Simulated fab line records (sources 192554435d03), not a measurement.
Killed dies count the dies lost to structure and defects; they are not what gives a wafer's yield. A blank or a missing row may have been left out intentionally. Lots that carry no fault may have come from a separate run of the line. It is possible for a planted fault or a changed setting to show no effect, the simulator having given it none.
Which tool is to blame? :: flow n5-finfet :: 27 wafers from 9 lots sampled at 7 of the route's 1938 steps

== WHAT EACH GAUGE READ, for each wafer ==
N5_MOL_CONTACT_COAG_THK_MEAS_53.
lot: L753
measured: day 6 00:48
on: film-metro-02
VIA_MOL_THK (nm): - - -

lot: L754
measured: day 6 08:15
on: film-metro-01
VIA_MOL_THK (nm): - - -

lot: L755
measured: day 6 10:08
on: film-metro-01
VIA_MOL_THK (nm): - - -

lot: L764
measured: day 8 16:39
on: film-metro-02
VIA_MOL_THK (nm): 43.9 45.0 44.8

lot: L765
measured: day 9 02:08
on: film-metro-02
VIA_MOL_THK (nm): 43.7 43.6 43.9

lot: L767
measured: day 9 14:59
on: film-metro-02
VIA_MOL_THK (nm): 42.4 42.7 42.8

lot: L769
measured: day 10 00:50
on: film-metro-01
VIA_MOL_THK (nm): 43.5 43.8 44.7

lot: L770
measured: day 10 04:12
on: film-metro-01
VIA_MOL_THK (nm): 43.6 44.1 44.0

lot: L773
measured: day 10 23:14
on: film-metro-02
VIA_MOL_THK (nm): 42.4 42.9 43.3

N5_MOL_CONTACT_COAG_INSPECT_97: inspects for defects (darkfield).
lot: L753
measured: day 6 03:52
on: defect-inspect-02
raw-defect-count: 1285 1300 1154

lot: L754
measured: day 6 11:19
on: defect-inspect-02
raw-defect-count: 1271 1212 1229

lot: L755
measured: day 6 14:18
on: defect-inspect-02
raw-defect-count: 1262 1227 1228

lot: L764
measured: day 8 19:43
on: defect-inspect-01
raw-defect-count: 54 71 74

lot: L765
measured: day 9 05:13
on: defect-inspect-01
raw-defect-count: 51 89 55

lot: L767
measured: day 9 18:04
on: defect-inspect-01
raw-defect-count: 29 38 42

lot: L769
measured: day 10 03:54
on: defect-inspect-01
raw-defect-count: 31 20 37

lot: L770
measured: day 10 07:16
on: defect-inspect-02
raw-defect-count: 40 57 28

lot: L773
measured: day 11 04:12
on: defect-inspect-02
raw-defect-count: 17 27 27

N5_BEOL_M4_RC_MEAS_101.
lot: L764
measured: day 12 14:11
on: prober-02
DIBL_N (mV/V): 34.3 34.9 35.4
DIBL_P (mV/V): 34.7 35.8 36.5
IOFF_N (nA/um): 0.131 0.144 0.149
IOFF_P (nA/um): 0.183 0.193 0.196
ION_N (uA/um): 677 670 668
ION_P (uA/um): 454 459 457
SS_N (mV/dec): 71.0 72.1 71.8
SS_P (mV/dec): 72.3 73.5 73.2
VT_N (mV): 253 251 254
VT_P (mV): -253.8 -255.0 -253.3

lot: L765
measured: day 12 16:17
on: prober-01
DIBL_N (mV/V): 36.2 37.6 37.3
DIBL_P (mV/V): 33.8 36.6 36.0
IOFF_N (nA/um): 0.155 0.175 0.173
IOFF_P (nA/um): 0.191 0.228 0.223
ION_N (uA/um): 677 684 687
ION_P (uA/um): 456 468 465
SS_N (mV/dec): 71.6 71.5 71.4
SS_P (mV/dec): 72.4 73.7 73.1
VT_N (mV): 248 249 248
VT_P (mV): -249.8 -247.9 -247.1

lot: L767
measured: day 13 13:28
on: prober-01
DIBL_N (mV/V): 37.7 36.4 38.5
DIBL_P (mV/V): 37.1 35.4 38.0
IOFF_N (nA/um): 0.167 0.154 0.188
IOFF_P (nA/um): 0.210 0.189 0.223
ION_N (uA/um): 682 687 690
ION_P (uA/um): 461 463 471
SS_N (mV/dec): 71.6 71.4 71.9
SS_P (mV/dec): 74.3 73.1 73.9
VT_N (mV): 249 249 245
VT_P (mV): -251.9 -252.3 -251.3

lot: L769
measured: day 13 23:07
on: prober-02
DIBL_N (mV/V): 34.7 34.6 33.9
DIBL_P (mV/V): 36.0 35.4 34.7
IOFF_N (nA/um): 0.134 0.130 0.116
IOFF_P (nA/um): 0.192 0.187 0.168
ION_N (uA/um): 678 661 665
ION_P (uA/um): 465 459 456
SS_N (mV/dec): 71.1 71.7 71.0
SS_P (mV/dec): 72.3 72.1 72.4
VT_N (mV): 252 251 254
VT_P (mV): -251.0 -251.1 -252.2

lot: L770
measured: day 14 03:29
on: prober-02
DIBL_N (mV/V): 35.8 34.8 35.5
DIBL_P (mV/V): 35.7 34.3 35.9
IOFF_N (nA/um): 0.152 0.131 0.142
IOFF_P (nA/um): 0.211 0.188 0.224
ION_N (uA/um): 673 672 673
ION_P (uA/um): 468 465 467
SS_N (mV/dec): 71.3 71.2 71.6
SS_P (mV/dec): 73.6 73.3 73.2
VT_N (mV): 252 251 252
VT_P (mV): -248.7 -250.2 -248.7

lot: L773
measured: day 15 06:20
on: prober-02
DIBL_N (mV/V): 37.0 35.1 36.8
DIBL_P (mV/V): 38.0 36.5 38.2
IOFF_N (nA/um): 0.164 0.139 0.174
IOFF_P (nA/um): 0.233 0.205 0.235
ION_N (uA/um): 669 669 676
ION_P (uA/um): 468 465 467
SS_N (mV/dec): 71.6 71.4 71.8
SS_P (mV/dec): 73.6 72.4 72.8
VT_N (mV): 250 252 249
VT_P (mV): -249.7 -248.6 -249.1

== WHAT TOOL EACH LOT RAN ON (gives the tool, then ch and the chambers of the sampled wafers, and finally the start) ==
lot: L753
N5_MOL_CONTACT_COAG_STRIP_49: plasma-asher-01 ch 0,1, day 5 23:50
N5_MOL_CONTACT_COAG_CMP_52: cmp-03 ch 1,3, day 6 00:32
N5_BEOL_M0_SAQP_PECVD_00: -
N5_BEOL_M0_SAQP_PECVD_97: -

lot: L754
N5_MOL_CONTACT_COAG_STRIP_49: plasma-asher-02 ch 0, day 6 07:22
N5_MOL_CONTACT_COAG_CMP_52: cmp-03 ch 0,1, day 6 07:58
N5_BEOL_M0_SAQP_PECVD_00: -
N5_BEOL_M0_SAQP_PECVD_97: -

lot: L755
N5_MOL_CONTACT_COAG_STRIP_49: plasma-asher-01 ch 0,1, day 6 09:13
N5_MOL_CONTACT_COAG_CMP_52: cmp-03 ch 0,2,3, day 6 09:50
N5_BEOL_M0_SAQP_PECVD_00: -
N5_BEOL_M0_SAQP_PECVD_97: -

lot: L764
N5_MOL_CONTACT_COAG_STRIP_49: plasma-asher-02 ch 0,1, day 8 15:45
N5_MOL_CONTACT_COAG_CMP_52: cmp-03 ch 1,3, day 8 16:23
N5_BEOL_M0_SAQP_PECVD_00: pecvd-04 ch 0,2, day 8 20:02
N5_BEOL_M0_SAQP_PECVD_97: pecvd-02 ch 0,1, day 8 20:59

lot: L765
N5_MOL_CONTACT_COAG_STRIP_49: plasma-asher-01 ch 0,1, day 9 01:15
N5_MOL_CONTACT_COAG_CMP_52: cmp-01 ch 0,1,3, day 9 01:51
N5_BEOL_M0_SAQP_PECVD_00: pecvd-02 ch 0,2, day 9 05:31
N5_BEOL_M0_SAQP_PECVD_97: pecvd-03 ch 0,2, day 9 06:11

lot: L767
N5_MOL_CONTACT_COAG_STRIP_49: plasma-asher-01 ch 0,1, day 9 14:05
N5_MOL_CONTACT_COAG_CMP_52: cmp-01 ch 0,1,3, day 9 14:46
N5_BEOL_M0_SAQP_PECVD_00: pecvd-03 ch 0,1, day 9 18:23
N5_BEOL_M0_SAQP_PECVD_97: pecvd-02 ch 0,1, day 9 20:43

lot: L769
N5_MOL_CONTACT_COAG_STRIP_49: plasma-asher-01 ch 0,1, day 9 23:56
N5_MOL_CONTACT_COAG_CMP_52: cmp-01 ch 1,3, day 10 00:34
N5_BEOL_M0_SAQP_PECVD_00: pecvd-04 ch 0,1, day 10 04:13
N5_BEOL_M0_SAQP_PECVD_97: pecvd-04 ch 1,2, day 10 05:40

lot: L770
N5_MOL_CONTACT_COAG_STRIP_49: plasma-asher-01 ch 0,1, day 10 03:18
N5_MOL_CONTACT_COAG_CMP_52: cmp-02 ch 0,1,2, day 10 03:58
N5_BEOL_M0_SAQP_PECVD_00: pecvd-04 ch 0,1, day 10 07:35
N5_BEOL_M0_SAQP_PECVD_97: pecvd-02 ch 0,1, day 10 09:11

lot: L773
N5_MOL_CONTACT_COAG_STRIP_49: plasma-asher-01 ch 1, day 10 22:20
N5_MOL_CONTACT_COAG_CMP_52: cmp-03 ch 0,2, day 10 22:58
N5_BEOL_M0_SAQP_PECVD_00: pecvd-03 ch 0,1, day 11 04:31
N5_BEOL_M0_SAQP_PECVD_97: pecvd-02 ch 1,2, day 11 05:29
- N5_MOL_CONTACT_COAG_STRIP_49: strips in N2/H2, time 30 s.
- N5_MOL_CONTACT_COAG_CMP_52: polishes, stops on SiO2, t overpolish 1.5 s, target thk 66.5 nm.
- N5_BEOL_M0_SAQP_PECVD_00: deposits SiCN from 3MS/NH3, target thk 8 nm, time 14 s.
- N5_BEOL_M0_SAQP_PECVD_97: deposits SiNx from SiH4/NH3/N2, target thk 23 nm, time 19.9 s.

== WHAT THE TOOLS THEMSELVES READ (means of the sampled wafers that have a number; where no wafer has one, the mark that the record gives instead) ==
N5_MOL_CONTACT_COAG_STRIP_49.
lot: L753
tool: plasma-asher-01
drypump-motor-current-A (A): 5.3
heater-power-w (W): 340
temp-c (C): 250.02

lot: L754
tool: plasma-asher-02
drypump-motor-current-A (A): 6.1
heater-power-w (W): 348
temp-c (C): 250.17

lot: L755
tool: plasma-asher-01
drypump-motor-current-A (A): 5.3
heater-power-w (W): 338
temp-c (C): 249.96

lot: L764
tool: plasma-asher-02
drypump-motor-current-A (A): 6.0
heater-power-w (W): 335
temp-c (C): 249.97

lot: L765
tool: plasma-asher-01
drypump-motor-current-A (A): 5.3
heater-power-w (W): 337
temp-c (C): 249.95

lot: L767
tool: plasma-asher-01
drypump-motor-current-A (A): 5.3
heater-power-w (W): 336
temp-c (C): 250.12

lot: L769
tool: plasma-asher-01
drypump-motor-current-A (A): 5.3
heater-power-w (W): 341
temp-c (C): 249.98

lot: L770
tool: plasma-asher-01
drypump-motor-current-A (A): 5.3
heater-power-w (W): 335
temp-c (C): 249.97

lot: L773
tool: plasma-asher-01
drypump-motor-current-A (A): 4.7
heater-power-w (W): 291
temp-c (C): 250.07

N5_MOL_CONTACT_COAG_CMP_52.
lot: L753
tool: cmp-03
edge-zone-pressure-frac: -
head-pressure-psi (psi): -
motor-current-A (A): -
overpolish-run-s (s): -
time-to-endpoint-s (s): -

lot: L754
tool: cmp-03
edge-zone-pressure-frac: -
head-pressure-psi (psi): -
motor-current-A (A): -
overpolish-run-s (s): -
time-to-endpoint-s (s): -

lot: L755
tool: cmp-03
edge-zone-pressure-frac: -
head-pressure-psi (psi): -
motor-current-A (A): -
overpolish-run-s (s): -
time-to-endpoint-s (s): -

lot: L764
tool: cmp-03
edge-zone-pressure-frac: 0.997
head-pressure-psi (psi): 4.007
motor-current-A (A): 11.1
overpolish-run-s (s): 1.502
time-to-endpoint-s (s): 14.2

lot: L765
tool: cmp-01
edge-zone-pressure-frac: 0.999
head-pressure-psi (psi): 3.995
motor-current-A (A): 12.7
overpolish-run-s (s): 1.514
time-to-endpoint-s (s): 14.0

lot: L767
tool: cmp-01
edge-zone-pressure-frac: 0.995
head-pressure-psi (psi): 3.996
motor-current-A (A): 12.6
overpolish-run-s (s): 1.505
time-to-endpoint-s (s): 14.5

lot: L769
tool: cmp-01
edge-zone-pressure-frac: 0.996
head-pressure-psi (psi): 4.003
motor-current-A (A): 13.3
overpolish-run-s (s): 1.493
time-to-endpoint-s (s): 14.7

lot: L770
tool: cmp-02
edge-zone-pressure-frac: 1.000
head-pressure-psi (psi): 4.005
motor-current-A (A): 11.8
overpolish-run-s (s): 1.493
time-to-endpoint-s (s): 12.0

lot: L773
tool: cmp-03
edge-zone-pressure-frac: 0.996
head-pressure-psi (psi): 3.991
motor-current-A (A): 12.7
overpolish-run-s (s): 1.496
time-to-endpoint-s (s): 13.5

N5_BEOL_M0_SAQP_PECVD_00.
lot: L764
tool: pecvd-04
showerhead-plenum-p-Torr (Torr): 3.652
throttle-valve-pct (%): 8.90

lot: L765
tool: pecvd-02
showerhead-plenum-p-Torr (Torr): 3.671
throttle-valve-pct (%): 9.13

lot: L767
tool: pecvd-03
showerhead-plenum-p-Torr (Torr): 3.672
throttle-valve-pct (%): 9.37

lot: L769
tool: pecvd-04
showerhead-plenum-p-Torr (Torr): 3.656
throttle-valve-pct (%): 9.01

lot: L770
tool: pecvd-04
showerhead-plenum-p-Torr (Torr): 3.661
throttle-valve-pct (%): 9.03

lot: L773
tool: pecvd-03
showerhead-plenum-p-Torr (Torr): 3.669
throttle-valve-pct (%): 9.33

N5_BEOL_M0_SAQP_PECVD_97.
lot: L764
tool: pecvd-02
heater-power-outer-w (W): 333
heater-power-w (W): 573
showerhead-plenum-p-Torr (Torr): 5.13
throttle-valve-pct (%): 39.1

lot: L765
tool: pecvd-03
heater-power-outer-w (W): 298
heater-power-w (W): 538
showerhead-plenum-p-Torr (Torr): 5.17
throttle-valve-pct (%): 40.6

lot: L767
tool: pecvd-02
heater-power-outer-w (W): 355
heater-power-w (W): 605
showerhead-plenum-p-Torr (Torr): 5.15
throttle-valve-pct (%): 38.9

lot: L769
tool: pecvd-04
heater-power-outer-w (W): 243
heater-power-w (W): 447
showerhead-plenum-p-Torr (Torr): 5.06
throttle-valve-pct (%): 40.0

lot: L770
tool: pecvd-02
heater-power-outer-w (W): 346
heater-power-w (W): 582
showerhead-plenum-p-Torr (Torr): 5.14
throttle-valve-pct (%): 39.0

lot: L773
tool: pecvd-02
heater-power-outer-w (W): 338
heater-power-w (W): 567
showerhead-plenum-p-Torr (Torr): 5.16
throttle-valve-pct (%): 38.6

== THE ANSWER, worked out from the rows above alone ==
Rule: the lots themselves supply what counts as usual. The widest of any qualifying gaps counts: lots, ordered by their means at a reading, are off when they make up no more than a third of the lots, leave a main group of 4 or more, and stand apart from it by 3 or more times the standard deviation of that group's means. A main group is skipped when, at the precision printed for the reading in the tables above, its means are all equal. Also off: a lot with no number at a reading for which 4 or more lots have one. All remaining lots with rows at the step are treated as sound. After the gauges, taken in route order, come the tools' own readings; for these a lot's mean is taken, as printed above. At the first step where some lot is off, the reading lying furthest off is the one used; lots without a number count as furthest.
Off: L753, L754, L755, seen at N5_MOL_CONTACT_COAG_THK_MEAS_53 (VIA_MOL_THK). Without a number there: L753, L754, L755. Mean 43.6 nm and standard deviation 0.67 in the main group.
If a tool, at a process step before that reading, ran all the lots that are off and no sound lot after the first of them, it fits. The gauges at N5_MOL_CONTACT_COAG_THK_MEAS_53 aren't tried: what is off there is off at N5_MOL_CONTACT_COAG_INSPECT_97 too, on other tools, and a gauge's error can't cause that. No candidate that was tried fits.

== WHAT THE SIMULATOR HAD PUT IN ==
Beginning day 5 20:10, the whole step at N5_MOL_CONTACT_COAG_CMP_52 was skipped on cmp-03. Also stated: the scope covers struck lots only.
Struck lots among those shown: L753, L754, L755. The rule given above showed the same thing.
